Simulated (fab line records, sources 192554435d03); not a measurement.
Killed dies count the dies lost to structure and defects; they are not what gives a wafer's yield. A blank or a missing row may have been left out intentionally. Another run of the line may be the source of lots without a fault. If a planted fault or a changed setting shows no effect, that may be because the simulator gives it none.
Split-lot study + flow n5 finfet + on a route of 1938 steps: 7 lots, 21 wafers read

## SPLIT DETAILS
At N5_BEOL_M10_DEP_56 (deposits SiCN from 3MS/NH3, target thk 15 nm, time 26.5 s), the setting time s was moved away from the recipe's 26.5 s on 7 of the 21 wafers read, by -14.5% to +7.7%. This setting was run at the recipe's value on the other wafers.

The reading comes from the split's own step.

## THE READING
SiCN_of_BEOL_M10_DEP_56.thk nm (the simulator's own value, which no gauge read), in nm, at N5_BEOL_M10_DEP_56 (deposits SiCN from 3MS/NH3, target thk 15 nm, time 26.5 s). The file does not state a usual value for it. Across the 14 wafers here that went through the recipe, the average is 15.0 nm and the standard deviation 0.28 nm.

| wafer  | tool, chamber at the split | time s as run, s | against the recipe | SiCN_of_BEOL_M10_DEP_56.thk nm, nm | against lot-mates on the recipe |
|--------|----------------------------|------------------|--------------------|------------------------------------|---------------------------------|
| L075.1 | pecvd-03, 0                | 26.5             | recipe             | 14.6                               | -                               |
| L075.2 | pecvd-03, 1                | 26.5             | recipe             | 15                                 | -                               |
| L075.6 | pecvd-03, 2                | 24.7             | -6.8%              | 14                                 | -0.8                            |
| L081.1 | pecvd-04, 0                | 26.5             | recipe             | 14.8                               | -                               |
| L081.3 | pecvd-04, 0                | 26.5             | recipe             | 15.2                               | -                               |
| L081.6 | pecvd-04, 0                | 26.5             | recipe             | 15                                 | -                               |
| L082.1 | pecvd-03, 0                | 24.81            | -6.4%              | 14.2                               | -1.2                            |
| L082.3 | pecvd-03, 1                | 26.5             | recipe             | 15.2                               | -                               |
| L082.5 | pecvd-03, 1                | 26.5             | recipe             | 15.6                               | -                               |
| L083.2 | pecvd-04, 2                | 22.93            | -13.5%             | 13.2                               | -1.6                            |
| L083.4 | pecvd-04, 1                | 26.5             | recipe             | 14.6                               | -                               |
| L083.6 | pecvd-04, 0                | 26.5             | recipe             | 15                                 | -                               |
| L084.2 | pecvd-02, 0                | 26.5             | recipe             | 14.6                               | -                               |
| L084.5 | pecvd-02, 0                | 22.65            | -14.5%             | 12.8                               | -2.0                            |
| L084.6 | pecvd-02, 1                | 26.5             | recipe             | 15                                 | -                               |
| L087.3 | pecvd-02, 0                | 28.55            | +7.7%              | 15.8                               | +0.7                            |
| L087.4 | pecvd-02, 1                | 26.5             | recipe             | 15.2                               | -                               |
| L087.5 | pecvd-02, 0                | 26.5             | recipe             | 15                                 | -                               |
| L089.1 | pecvd-03, 1                | 26.5             | recipe             | 14.6                               | -                               |
| L089.5 | pecvd-03, 1                | 23.36            | -11.8%             | 13.2                               | -1.4                            |
| L089.6 | pecvd-03, 1                | 23.36            | -11.8%             | 13.2                               | -1.4                            |

FIT RESULTS
A straight line over all 21 wafers: SiCN_of_BEOL_M10_DEP_56.thk nm changes by +0.138 nm for each +1% of time s; r = +0.95; the points scatter about the line by 0.26 nm.
The same after taking each lot's own level away (the mean of its wafers on the recipe; 21 wafers): +0.122 nm for each +1%; r = +0.97; scatter 0.19 nm.
Per that fit: largest time s move, reading shift of 1.8 nm.
From 14.60 to 15.40 nm: that is the span of the lots' own levels, equal to 2.8 times the standard deviation above.
So the lot-to-lot level changes the slope: the two fits differ.
Check: -1.75 nm against its lot-mates is what the line predicts for one of the wafers moved furthest among these (-14.5%) when that wafer is left out of the fit. It came out at -2 nm against them.

## THE OTHER SPLITS THESE WAFERS WENT THROUGH
Note: prior to the reading, these wafers also went through further splits. Each is held against what the fit with the lots' levels taken away leaves over:
| other split on the same wafers | wafers away from the commonest value | r with SiCN_of_BEOL_M10_DEP_56.thk nm (lot level and that fit taken away) |
|--------------------------------|--------------------------------------|---------------------------------------------------------------------------|
| N5_BEOL_M9_COAT_05 spin rpm    | 8                                    | -0.08                                                                     |

## FILE'S OWN FIT
SiCN_of_BEOL_M10_DEP_56.thk nm changes by +0.126 nm for each +1% of time s, r = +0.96.
